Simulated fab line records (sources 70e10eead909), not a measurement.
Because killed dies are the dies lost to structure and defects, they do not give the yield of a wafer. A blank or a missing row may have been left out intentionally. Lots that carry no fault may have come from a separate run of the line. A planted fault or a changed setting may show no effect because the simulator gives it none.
fab line records	flow nandHarc
[record] lots = 7	wafers = 21	lastDay = 34
route steps=1302 shown A_CONTACT@1081 END@1302
lots untouched by any fault: they come from a run of this same line in which no faults occurred
startH: start of the lot's first displayed wafer, in hours after the record's first day	waitH: how many hours have passed since the lot's step before this one	" same as the row above	L1.1+2: several wafers, shown together as one row	- no value present, or no start provided	* or withheld: withheld	< > ~ a bound
route shown NAME@n: NAME is a module with steps in the file, n the number in the route of the first one	usual: mean/standard deviation taken from wafers without a fault	same: alike in all rows	chamber/n: place in a boat	sites: the reading at each site	_std_site: standard deviation of those values	_edge_site: outer sites' mean less inner sites'	radiusMm: how far each site lies from the wafer's centre	mask NAME#n: copy n	behind: the tool/chamber that last shaped the wafer	hold: cause of the lot's hold/its duration in hours/its outcome	device: the transistor (n, p or np) that didn't switch	end of line: the tests these same wafers got at the end of their route	for a step that has no rows: nothing shown but its recipe	killed: the dies lost at the first sort to structure and to defects; this is not the yield of the wafer	map: shows each die of a wafer: x if killed, . if not, _ if none is there
set.NAME: setting as actually run; set.NAME@STEP: the setting as run at that earlier step	model.NAME: the simulator's own value behind a step, which no gauge read
lots at some steps of the route; a table a step, a row a wafer
services: from which hour (startH, from the record's first day; less than 0 if before it) a tool's chamber was out of use, for how many hours, and why
[[steps]]
[step NHARC_A_CONTACT_DESCUM_13]
[recipe] timeS = 3	o2FlowSccm = 200	arFlowSccm = 0	biasPowerW = 0	chemistry = O2
[step NHARC_A_CONTACT_ETCH_88]
[recipe] targetDepthA = 390	overEtchFrac = 0.3	timeS = 65	ionEnergyEv = 80	cf4FlowSccm = 150	arFlowSccm = 0	rfW = 300	biasW = 100	chemistry = CF4
[usual] drypumpMotorCurrentA = 5.8/0.42	oesProductAu = 0.998/0.011	rfFwdPowerW = 296.9/1.5	rfVppV = 151.2/1.1	showerheadPlenumPTorr = 1.76/0.078	throttleValvePct = 13.284/0.0089
[same] timeS = 65
lot.wafer	tool	chamber	startH	waitH	drypumpMotorCurrentA	oesProductAu	rfFwdPowerW	rfHoursCounterH	rfVppV	showerheadPlenumPTorr	throttleValvePct
L588.2	rieDiel-03	0	563.41	0.1	5.6	0.991	295.5	15	149.3	1.68	13.268
L588.1	"	1	"	"	6.2	1.013	294.7	16	151.3	1.70	13.289
L588.4	"	2	"	"	6.3	1.014	298.1	16	151.5	1.81	13.287
L596.4	rieDiel-03	0	631.43	0.1	5.5	0.981	297.3	27	150.1	1.68	13.303
L596.3	"	2	"	"	6.2	0.998	298.2	29	151.5	1.81	13.277
L596.6	"	3	"	"	5.9	0.988	296.4	-	152.3	1.85	13.275
L599.1	rieDiel-03	2	656.11	0.1	6.3	0.994	297.8	2	151.4	1.80	13.284
L599.3	"	3	"	"	5.9	0.970	297.4	3	152.7	1.85	13.286
L599.5	"	3	"	"	5.9	0.988	297.9	-	152.0	1.85	13.281
L598.4	rieDiel-03	1	657.55	0.1	6.2	1.011	294.4	2	150.8	1.69	13.291
L598.2	"	2	"	"	6.2	1.008	297.9	2	152.4	1.80	13.301
L598.3	"	3	"	"	5.9	0.993	297.1	3	151.9	1.85	13.272
L602.2	rieDiel-02	2	699.37	0.2	6.0	0.989	296.6	43	150.7	1.72	13.282
L602.6	"	0	"	"	5.3	1.006	299.2	-	152.3	1.79	13.276
L602.5	"	1	"	"	5.2	1.002	296.0	-	151.4	1.85	13.282
L604.4	rieDiel-03	3	708.19	0.1	5.9	0.983	297.9	12	151.3	1.85	13.289
L604.3	"	1	"	"	6.2	0.997	297.2	11	150.7	1.69	13.282
L604.6	"	0	"	"	5.5	0.980	296.7	-	150.0	1.68	13.270
L606.3	rieDiel-10	2	755.99	0.1	4.8	1.012	296.6	45	150.9	1.68	13.278
L606.4	"	1	"	"	5.9	0.989	298.1	53	153.2	1.89	13.290
L606.5	"	2	"	"	4.8	1.014	298.2	-	150.3	1.68	13.287
[step NHARC_A_CONTACT_ETCH_89]
[recipe] targetDepthA = 2600	overEtchFrac = 0.3	timeS = 475.3	ionEnergyEv = 200	n2FlowSccm = 150	h2FlowSccm = 150	arFlowSccm = 0	rfW = 400	biasW = 150	chemistry = N2/H2
[step NHARC_A_CONTACT_ETCH_30]
[recipe] targetDepthA = 726	timeS = 36.3	cf4FlowSccm = 100	chf3FlowSccm = 30	arFlowSccm = 0	rfW = 500	biasW = 200	chemistry = CF4/CHF3
[usual] drypumpMotorCurrentA = 5.8/0.42	oesProductAu = 0.927/0.016	rfFwdPowerW = 492.4/2.7	rfVppV = 370.4/2.4	showerheadPlenumPTorr = 1.57/0.071	throttleValvePct = 16.803/0.0095
[same] timeS = 36.3
lot.wafer	tool	chamber	startH	waitH	drypumpMotorCurrentA	oesProductAu	rfFwdPowerW	rfHoursCounterH	rfVppV	showerheadPlenumPTorr	throttleValvePct
L588.4	rieDiel-03	1	-	-	6.2	0.935	489.3	16	368.0	1.51	16.801
L588.1	"	2	"	"	6.2	0.923	493.8	16	373.0	1.61	16.796
L588.2	"	0	"	"	5.6	0.918	491.2	16	367.4	1.50	16.798
L596.4	rieDiel-03	0	-	-	5.5	0.910	490.2	27	367.3	1.49	16.826
L596.3	"	2	"	"	6.2	0.931	496.2	29	371.0	1.61	16.806
L596.6	"	0	"	"	5.6	0.920	490.6	-	367.2	1.49	16.787
L599.1	rieDiel-03	3	-	-	5.9	0.898	494.6	3	373.7	1.65	16.800
L599.3	"	0	"	"	5.5	0.916	495.8	3	367.9	1.49	16.790
L599.5	"	3	"	"	5.9	0.919	493.1	-	373.7	1.65	16.790
L598.3	rieDiel-03	1	-	-	6.2	0.930	489.2	3	368.3	1.50	16.803
L598.2	"	2	"	"	6.2	0.929	496.0	2	372.4	1.61	16.802
L598.4	"	3	"	"	5.9	0.910	492.6	3	372.7	1.65	16.800
L602.2	rieDiel-02	1	-	-	5.2	0.932	494.8	50	374.0	1.64	16.788
L602.5	"	2	"	"	6.0	0.928	494.9	-	370.0	1.53	16.810
L602.6	"	3	"	"	5.2	0.909	494.5	-	374.4	1.65	16.805
L604.3	rieDiel-03	0	-	-	5.5	0.918	491.8	12	367.2	1.49	16.798
L604.4	"	1	"	"	6.2	0.929	490.3	12	367.9	1.50	16.800
L604.6	"	0	"	"	5.6	0.908	491.9	-	367.2	1.49	16.793
L606.3	rieDiel-10	2	-	-	4.8	0.930	493.5	46	366.6	1.49	16.802
L606.4	"	0	"	"	6.0	0.910	491.0	42	373.2	1.66	16.821
L606.5	"	3	"	"	5.0	0.916	493.4	-	368.2	1.49	16.787
[step NHARC_A_CONTACT_ETCH_31]
[recipe] targetDepthA = 28000	overEtchFrac = 0.3	timeS = 728	ionEnergyEv = 150	o2FlowSccm = 400	cosFlowSccm = 20	arFlowSccm = 0	rfW = 500	biasW = 300	chemistry = O2/COS
[step NHARC_A_CONTACT_ETCH_134]
[recipe] sourceW = withheld	pressureMtorr = 20	biasV = withheld	timeS = 140	targetDepthA = 7000	arFlowSccm = withheld	c4f8FlowSccm = withheld	o2FlowSccm = withheld	chemistry = C4F8/O2/Ar
[same] timeS = 140
lot.wafer	tool	chamber	startH	waitH	rfHoursCounterH
L588.1	harCapEtch-03	1	564.45	-	52
L588.2	"	0	"	"	52
L588.4	"	0	"	"	-
L596.3	harCapEtch-02	1	632.53	-	-
L596.4	"	0	"	"	-
L596.6	"	0	"	"	-
L599.1	harCapEtch-02	0	657.14	-	106
L599.3	"	1	"	"	-
L599.5	"	1	"	"	-
L598.2	harCapEtch-03	0	658.62	-	70
L598.3	"	1	"	"	-
L598.4	"	0	"	"	-
L602.2	harCapEtch-03	0	700.45	-	78
L602.6	"	1	"	"	-
L602.5	"	0	"	"	-
L604.3	harCapEtch-03	0	709.32	-	-
L604.4	"	1	"	"	-
L604.6	"	1	"	"	-
L606.3	harCapEtch-01	0	757.26	-	-
L606.4	"	1	"	"	-
L606.5	"	1	"	"	-
[step NHARC_A_CONTACT_ETCH_135]
[recipe] sourceW = withheld	pressureMtorr = 20	biasV = 1200	timeS = 311	targetDepthA = 19120	arFlowSccm = withheld	c4f8FlowSccm = withheld	o2FlowSccm = withheld	chemistry = C4F8/O2/Ar
[step NHARC_A_CONTACT_ETCH_136]
[recipe] sourceW = withheld	pressureMtorr = 20	biasV = 1200	timeS = 311	targetDepthA = 19120	arFlowSccm = withheld	c4f8FlowSccm = withheld	o2FlowSccm = withheld	chemistry = C4F8/O2/Ar
[step NHARC_A_CONTACT_ETCH_137]
[recipe] sourceW = withheld	pressureMtorr = 20	biasV = 1200	timeS = 311	targetDepthA = 19120	arFlowSccm = withheld	c4f8FlowSccm = withheld	o2FlowSccm = withheld	chemistry = C4F8/O2/Ar
[step NHARC_A_CONTACT_ETCH_138]
[recipe] sourceW = withheld	pressureMtorr = 20	biasV = 1200	timeS = 311	targetDepthA = 19140	arFlowSccm = withheld	c4f8FlowSccm = withheld	o2FlowSccm = withheld	chemistry = C4F8/O2/Ar
[step NHARC_A_CONTACT_ETCH_139]
[recipe] sourceW = withheld	pressureMtorr = 20	biasV = 400	timeS = 195	targetDepthA = 8400	arFlowSccm = withheld	c4f8FlowSccm = 11.5	o2FlowSccm = 7.2	chemistry = C4F8/O2/Ar
[same] timeS = 195
lot.wafer	tool	chamber	startH	waitH	rfHoursCounterH
L588.1	harCapEtch-03	1	565.73	0.2	53
L588.2	"	0	"	"	53
L588.4	"	0	"	"	-
L596.3	harCapEtch-02	1	633.85	0.2	-
L596.4	"	0	"	"	-
L596.6	"	0	"	"	-
L599.1	harCapEtch-02	0	658.42	0.2	108
L599.3	"	1	"	"	-
L599.5	"	1	"	"	-
L598.2	harCapEtch-03	0	659.92	0.2	71
L598.3	"	1	"	"	-
L598.4	"	0	"	"	-
L602.2	harCapEtch-03	0	702.19	0.3	79
L602.6	"	1	"	"	-
L602.5	"	0	"	"	-
L604.3	harCapEtch-03	0	711.07	0.3	-
L604.4	"	1	"	"	-
L604.6	"	1	"	"	-
L606.3	harCapEtch-01	0	758.57	0.2	-
L606.4	"	1	"	"	-
L606.5	"	1	"	"	-
[step NHARC_A_CONTACT_ETCH_92]
[recipe] targetDepthA = 400	overEtchFrac = 0.5	timeS = 85.7	ionEnergyEv = 120	ch3fFlowSccm = 50	o2FlowSccm = 30	arFlowSccm = 200	rfW = 500	biasW = 100	chemistry = CH3F/O2
[usual] ch3fFlowSccm = 50.02/0.16	drypumpMotorCurrentA = 5.8/0.4	oesProductAu = 0.938/0.029	rfFwdPowerW = 495.9/2	rfVppV = 244.4/1.7	showerheadPlenumPTorr = 2.46/0.11	throttleValvePct = 20.663/0.0087
[same] timeS = 85.7
lot.wafer	tool	chamber	startH	waitH	ch3fFlowSccm	drypumpMotorCurrentA	oesProductAu	rfFwdPowerW	rfHoursCounterH	rfVppV	showerheadPlenumPTorr	throttleValvePct
L588.1	rieDiel-03	2	566.30	0.5	50.13	6.2	0.929	494.0	16	245.2	2.52	20.657
L588.2	"	3	"	"	49.88	5.9	0.923	498.9	16	245.5	2.58	20.665
L588.4	"	0	"	"	49.77	5.6	0.928	496.2	16	241.7	2.34	20.654
L596.4	rieDiel-03	0	634.34	0.4	50.10	5.6	0.942	496.3	28	243.5	2.33	20.665
L596.3	"	1	"	"	49.99	6.2	0.954	494.9	29	242.2	2.35	20.660
L596.6	"	2	"	"	50.11	6.2	0.935	497.3	-	243.6	2.51	20.676
L599.1	rieDiel-03	2	658.99	0.5	49.69	6.2	0.929	496.1	3	246.1	2.51	20.670
L599.3	"	3	"	"	50.03	5.9	0.915	496.9	3	246.3	2.58	20.672
L599.5	"	1	"	"	50.22	6.2	0.935	492.7	-	243.8	2.35	20.674
L598.3	rieDiel-03	3	660.43	0.4	49.98	5.9	0.914	494.2	4	246.7	2.58	20.662
L598.4	"	1	"	"	49.96	6.2	0.938	492.3	3	241.4	2.35	20.659
L598.2	"	2	"	"	50.13	6.2	0.921	496.5	3	245.6	2.51	20.667
L602.2	rieDiel-03	1	702.79	0.5	50.08	6.2	0.930	492.5	10	242.8	2.34	20.653
L602.5	"	0	"	"	50.06	5.6	0.918	496.9	-	242.0	2.33	20.670
L602.6	"	1	"	"	49.96	6.2	0.936	494.8	-	243.2	2.34	20.656
L604.3	rieDiel-10	0	711.60	0.5	50.01	6.0	0.993	493.6	29	246.5	2.59	20.654
L604.4	"	1	"	"	50.29	6.0	0.994	496.7	39	247.0	2.64	20.667
L604.6	"	1	"	"	50.02	6.0	0.998	496.9	-	246.4	2.64	20.664
L606.4	rieDiel-02	2	759.05	0.4	50.08	6.0	0.994	494.3	0	242.9	2.39	20.677
L606.3	"	3	"	"	50.07	5.3	0.996	495.2	0	244.8	2.57	20.641
L606.5	"	1	"	"	50.00	5.3	0.988	495.6	-	244.2	2.57	20.659
[step NHARC_A_CONTACT_ETCH_98]
[recipe] targetDepthA = 200	overEtchFrac = 0.5	timeS = 10	ionEnergyEv = 250	c4f6FlowSccm = 25	o2FlowSccm = 20	arFlowSccm = 500	rfW = 600	biasW = 500	chemistry = C4F6/O2
[usual] drypumpMotorCurrentA = 5.8/0.4	oesProductAu = 0.958/0.021	rfFwdPowerW = 586.3/2.7	rfVppV = 547/3.5	showerheadPlenumPTorr = 3.92/0.16	throttleValvePct = 26.903/0.0094
[same] timeS = 10
lot.wafer	tool	chamber	startH	waitH	drypumpMotorCurrentA	oesProductAu	rfFwdPowerW	rfHoursCounterH	rfVppV	showerheadPlenumPTorr	throttleValvePct
L588.1	rieDiel-03	2	566.44	-	6.2	0.952	590.5	16	548	4.01	26.905
L588.2	"	3	"	"	5.9	0.945	587.0	16	550	4.11	26.901
L588.4	"	1	"	"	6.2	0.944	583.6	16	545	3.76	26.911
L596.4	rieDiel-03	0	634.45	-	5.6	0.943	580.8	28	543	3.73	26.880
L596.3	"	1	"	"	6.2	0.958	585.6	29	544	3.76	26.900
L596.6	"	1	"	"	6.2	0.958	585.9	-	543	3.76	26.909
L599.3	rieDiel-03	1	659.12	-	6.2	0.752	587.9	3	545	3.75	26.896
L599.1	"	3	"	"	5.9	0.735	585.7	3	550	4.10	26.900
L599.5	"	1	"	"	6.2	0.751	588.0	-	543	3.75	26.902
L598.3	rieDiel-03	1	660.56	-	6.2	0.748	584.4	3	542	3.75	26.884
L598.2	"	3	"	"	6.0	0.743	586.5	4	551	4.10	26.903
L598.4	"	0	"	"	5.6	0.750	586.0	4	543	3.73	26.896
L602.2	rieDiel-03	2	702.91	-	6.2	0.763	589.4	10	548	4.00	26.885
L602.5	"	2	"	"	6.2	0.761	590.5	-	547	4.00	26.926
L602.6	"	3	"	"	6.0	0.753	587.9	-	551	4.09	26.902
L604.3	rieDiel-10	0	711.74	-	6.0	0.992	583.3	29	551	4.13	26.900
L604.4	"	2	"	"	4.8	1.014	584.9	33	543	3.73	26.919
L604.6	"	0	"	"	6.0	0.982	583.5	-	552	4.13	26.896
L606.4	rieDiel-02	1	759.18	-	5.2	0.999	582.2	0	549	4.09	26.908
L606.3	"	2	"	"	6.0	1.002	585.0	0	544	3.82	26.902
L606.5	"	3	"	"	5.3	0.991	584.3	-	550	4.09	26.905
[step NHARC_A_CONTACT_CD_MEAS_15]
[usual] cdNm = 190.0/0.57
lot.wafer	tool	chamber	startH	waitH	cdNm
L588.1	cdSem-01	-	566.52	-	190.2
L588.2	"	-	"	"	189.5
L588.4	"	-	"	"	191.1
L596.3	cdSem-01	-	634.53	-	189.5
L596.4	"	-	"	"	190.1
L596.6	"	-	"	"	189.4
L599.1	cdSem-02	-	659.20	-	189.7
L599.3	"	-	"	"	188.8
L599.5	"	-	"	"	190.3
L598.2	cdSem-03	-	660.65	-	189.8
L598.3	"	-	"	"	189.9
L598.4	"	-	"	"	190.2
L602.2	cdSem-03	-	703.00	-	189.1
L602.5	"	-	"	"	190.2
L602.6	"	-	"	"	189.4
L604.3	cdSem-01	-	711.82	-	189.8
L604.4	"	-	"	"	190.1
L604.6	"	-	"	"	190.3
L606.3	cdSem-02	-	759.26	-	190.7
L606.4	"	-	"	"	190.0
L606.5	"	-	"	"	189.9
[step NHARC_END_SORT_01]
[recipe] tempC = 25
[usual] defectLimitedYield = 90.9/2.6	killedAtArray = 57/18	killedAtOther = 0.8/1	killedAtPeriphery = 3.9/2.8	killedDies = 62/18	killedOpen = 3.4/1.8	killedShort = 2.2/1.6
[same] grossDies = 677
lot.wafer	tool	chamber	startH	waitH	defectLimitedYield[%]	killedAtArray	killedAtOther	killedAtPeriphery	killedDies	killedOpen	killedShort
L588.1	prober-02	0	612.92	2.5	91.0	55	0	6	61	4	0
L588.2	prober-02	0	613.73	2.8	91.4	52	0	6	58	2	1
L588.4	prober-02	0	615.34	3.4	91.1	52	0	8	60	3	1
L596.3	prober-01	0	686.32	3.1	92.8	45	0	4	49	3	1
L596.4	prober-01	0	687.13	3.4	92.5	47	0	4	51	6	1
L596.6	prober-01	0	688.76	4.1	92.3	45	1	6	52	8	4
// killed by level:class
L588.1 A_CHANNEL_HOLE_D2:chamberFilmFlake=34 P_GATE:chamberFilmFlake=4 A_CHANNEL_HOLE_D1:chamberFilmFlake=4 A_STAIRCASE:chamberFilmFlake=4 A_CONTACT:chamberFilmFlake=4 A_CHANNEL_FILL_D1:chamberFilmFlake=3 P_GATE:geometricParticle:open=1 A_ONON_D2:geometricParticle:open=1
L588.2 A_CHANNEL_HOLE_D2:chamberFilmFlake=40 P_GATE:chamberFilmFlake=3 A_CHANNEL_FILL_D1:chamberFilmFlake=2 A_CONTACT:chamberFilmFlake=2 A_M0:chamberFilmFlake=2 P_CONTACT:geometricParticle:open=1 P_M0:geometricParticle:short=1 A_CHANNEL_FILL_D2:geometricParticle:open=1
L588.4 A_CHANNEL_HOLE_D2:chamberFilmFlake=35 P_GATE:chamberFilmFlake=5 A_CHANNEL_HOLE_D1:chamberFilmFlake=4 A_STAIRCASE:chamberFilmFlake=3 P_BONDPAD:chamberFilmFlake=2 A_M0:chamberFilmFlake=2 P_CONTACT:geometricParticle:open=1 A_CHANNEL_HOLE_D2:geometricParticle:open=1
L596.3 A_CHANNEL_HOLE_D1:chamberFilmFlake=34 A_CONTACT:chamberFilmFlake=8 P_STI:geometricParticle:short=1 P_GATE:geometricParticle:open=1 P_CONTACT:geometricParticle:open=1 A_CHANNEL_FILL_D2:geometricParticle:open=1 P_GATE:chamberFilmFlake=1 A_SLIT:chamberFilmFlake=1
L596.4 A_CHANNEL_HOLE_D1:chamberFilmFlake=32 A_STAIRCASE:chamberFilmFlake=3 A_CONTACT:chamberFilmFlake=3 A_ONON_D1:geometricParticle:open=2 A_SLIT:chamberFilmFlake=2 A_WL_FILL:chamberFilmFlake=2 P_STI:geometricParticle:short=1 P_M0:geometricParticle:open=1
L596.6 A_CHANNEL_HOLE_D1:chamberFilmFlake=27 A_CONTACT:chamberFilmFlake=4 P_GATE:chamberFilmFlake=3 A_CHANNEL_FILL_D1:geometricParticle:open=2 A_DECK1_JOINT:geometricParticle:short=2 A_BLC:geometricParticle:open=2 A_M0:geometricParticle:open=2 P_STI:chamberFilmFlake=2
[[services]]
tool	chamber	startH	hours	kind
rieDiel-02	0	539.74	2.6	repair
rieDiel-03	0	540.82	-	clean
rieDiel-03	1	540.82	-	clean
rieDiel-03	2	540.82	-	clean
rieDiel-03	3	540.82	-	clean
rieDiel-02	2	541.20	28.6	repair
rieDiel-02	-	559.32	0.6	repair
rieDiel-03	0	565.32	-	clean
rieDiel-03	1	565.32	-	clean
rieDiel-03	2	565.32	-	clean
rieDiel-02	-	571.69	9.0	pm
rieDiel-10	3	581.32	4.8	repair
rieDiel-02	-	592.64	0.9	repair
rieDiel-10	-	597.51	9.0	pm
rieDiel-10	2	615.70	9.7	repair
rieDiel-03	-	635.38	9.0	pm
harCapEtch-01	-	661.17	0.4	repair
rieDiel-10	3	664.60	5.2	repair
rieDiel-10	0	680.91	15.6	repair
rieDiel-10	2	700.05	4.2	repair
rieDiel-10	3	733.19	3.4	repair
rieDiel-03	1	741.51	21.3	repair
rieDiel-02	-	748.69	9.0	pm
harCapEtch-02	-	755.06	17.0	pm
[[key]]
[firstSign] step = NHARC_A_CONTACT_ETCH_98	reading = oesProductAu	direction = down	sigmas = 9.8	usual = 0.958	struck = 0.751
effect none on later readings
metAt NHARC_A_CONTACT_ETCH_98
struckWafers L598.2,L598.3,L598.4,L599.1,L599.3,L599.5,L602.2,L602.5,L602.6
rowsEnd L598.2,L598.3,L598.4,L599.1,L599.3,L599.5
laterRowsLeftOut L602.2,L602.5,L602.6
sortLeftOut L602.2,L602.5,L602.6
testerLeftOut L602
onsetBetween 634.45 659.12
[fault] kind = processParameterDrift	tool = rieDiel-03	chamber = -	onsetH = 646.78	steps = NHARC_A_CONTACT_ETCH_98	channel = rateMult	offset = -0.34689	shape = step
// testerLeftOut: of these lots the tester's yield and bins aren't shown, on N5 and GAA mostly nor the transistor test; their killed dies are dies lost to structure and defects alone, not to doping, threshold or leakage, so they don't give the yield
// sortLeftOut: the simulated sort isn't trusted on such a fault, so these wafers' sort isn't shown, and their yield isn't known
// laterRowsLeftOut: the simulator's readings of these wafers behind a module that went badly wrong aren't trusted and aren't shown, but for the sort
// rowsEnd: these wafers met a further fault down the route, and their rows from its step on are left out
